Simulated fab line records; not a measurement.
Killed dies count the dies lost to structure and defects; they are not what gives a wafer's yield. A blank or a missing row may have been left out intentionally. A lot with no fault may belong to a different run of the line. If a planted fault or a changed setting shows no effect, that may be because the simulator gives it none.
Shared-tool check -- flow nand_harc -- 8 lots and 24 wafers in the sample

## WHY THIS WAS OPENED
At NHARC_END_SORT_01 the reading killed_at_array is flagged on 2 of 8 lots. No-fault wafers: 27, standard deviation 9.9.
Rule: a lot is flagged when every wafer of it that has a number lies more than 4 standard deviations from that mean, or none has a number. The rest of the lots are taken to be sound.

lot,measured,on,"killed_at_array, wafer by wafer",flag
L296,day 19 14:07,prober-02,27 18 16,
L300,day 20 20:11,prober-02,24 22 25,
L301,day 21 04:43,prober-02,44 49 42,
L305,day 22 05:38,prober-02,668 674 673,FLAGGED
L307,day 22 05:43,prober-01,673 675 675,FLAGGED
L310,day 23 03:16,prober-01,28 25 34,
L311,day 23 14:16,prober-01,33 25 35,
L312,day 23 15:02,prober-02,17 10 14,
Average over the flagged lots: 673; offset from the usual +646, equal to +65 standard deviations.

## WHICH TOOL RAN EACH LOT
The record holds 3 process steps before the reading, out of a route of 1159 steps. Read each cell as the tool, then ch plus the chambers that the sampled wafers visited, then the start.
lot,flag,NHARC_A_CONTACT_ETCH_50,NHARC_A_CONTACT_ETCH_117,NHARC_A_CONTACT_ETCH_119
L296,,"rie_diel-08 ch 0,1,2, day 16 16:15 or earlier","har_cap_etch-03 ch 0,1, day 16 16:15","har_cap_etch-03 ch 0,1, day 16 16:26"
L300,,"rie_diel-08 ch 0,1,3, day 17 18:47 or earlier","har_cap_etch-02 ch 0,1, day 17 18:47","har_cap_etch-02 ch 0,1, day 17 18:58"
L301,,"rie_diel-11 ch 0,3, day 18 08:03 or earlier","har_cap_etch-02 ch 0,1, day 18 08:03","har_cap_etch-02 ch 0,1, day 18 08:14"
L305,FLAGGED,"rie_diel-11 ch 0,2,3, day 19 08:16 or earlier","har_cap_etch-01 ch 0,1, day 19 08:16","har_cap_etch-01 ch 0,1, day 19 08:27"
L307,FLAGGED,"rie_diel-08 ch 0,2, day 19 08:15 or earlier","har_cap_etch-03 ch 0, day 19 08:15","har_cap_etch-03 ch 0, day 19 08:26"
L310,,"rie_diel-08 ch 0,2,3, day 20 01:34 or earlier","har_cap_etch-03 ch 0,1, day 20 01:34","har_cap_etch-03 ch 0,1, day 20 01:44"
L311,,"rie_diel-11 ch 0,3, day 20 01:26 or earlier","har_cap_etch-01 ch 0,1, day 20 01:26","har_cap_etch-01 ch 0,1, day 20 01:37"
L312,,"rie_diel-08 ch 1,2,3, day 20 14:31 or earlier","har_cap_etch-03 ch 0,1, day 20 14:31","har_cap_etch-03 ch 0,1, day 20 14:43"
These steps, and what they do:
- NHARC_A_CONTACT_ETCH_50: etches the open film in CF4/CHF3, target depth 84.7 nm, time 42.4 s.
- NHARC_A_CONTACT_ETCH_117: etches the open film in C4F8/O2/Ar, time 94 s, target depth 922 nm.
- NHARC_A_CONTACT_ETCH_119: etches the open film in C4F8/O2/Ar, time 94 s, target depth 922 nm.
- NHARC_END_SORT_01

## FLAGGED AGAINST TOTAL, ONE TOOL AT A TIME (gauges that did the reading follow at the end)
step,tool,lots run,flagged,share of the flagged lots,sound lots run after its first flagged lot
NHARC_A_CONTACT_ETCH_50,rie_diel-08,5,1,some,"2 (L310,L312)"
NHARC_A_CONTACT_ETCH_50,rie_diel-11,3,1,some,1 (L311)
NHARC_A_CONTACT_ETCH_117,har_cap_etch-01,2,1,some,1 (L311)
NHARC_A_CONTACT_ETCH_117,har_cap_etch-02,2,0,none,-
NHARC_A_CONTACT_ETCH_117,har_cap_etch-03,4,1,some,"2 (L310,L312)"
NHARC_A_CONTACT_ETCH_119,har_cap_etch-01,2,1,some,1 (L311)
NHARC_A_CONTACT_ETCH_119,har_cap_etch-02,2,0,none,-
NHARC_A_CONTACT_ETCH_119,har_cap_etch-03,4,1,some,"2 (L310,L312)"
NHARC_END_SORT_01,prober-01,3,1,some,"2 (L310,L311)"
NHARC_END_SORT_01,prober-02,5,1,some,1 (L312)
With no start given for some of its lots, NHARC_A_CONTACT_ETCH_50 uses the hours and lot order of NHARC_A_CONTACT_ETCH_117.

## WHAT IS ALLOWED BY THE TABLE
No row of the table ran every flagged lot.

## WHAT HAD BEEN PUT IN BY THE SIMULATOR
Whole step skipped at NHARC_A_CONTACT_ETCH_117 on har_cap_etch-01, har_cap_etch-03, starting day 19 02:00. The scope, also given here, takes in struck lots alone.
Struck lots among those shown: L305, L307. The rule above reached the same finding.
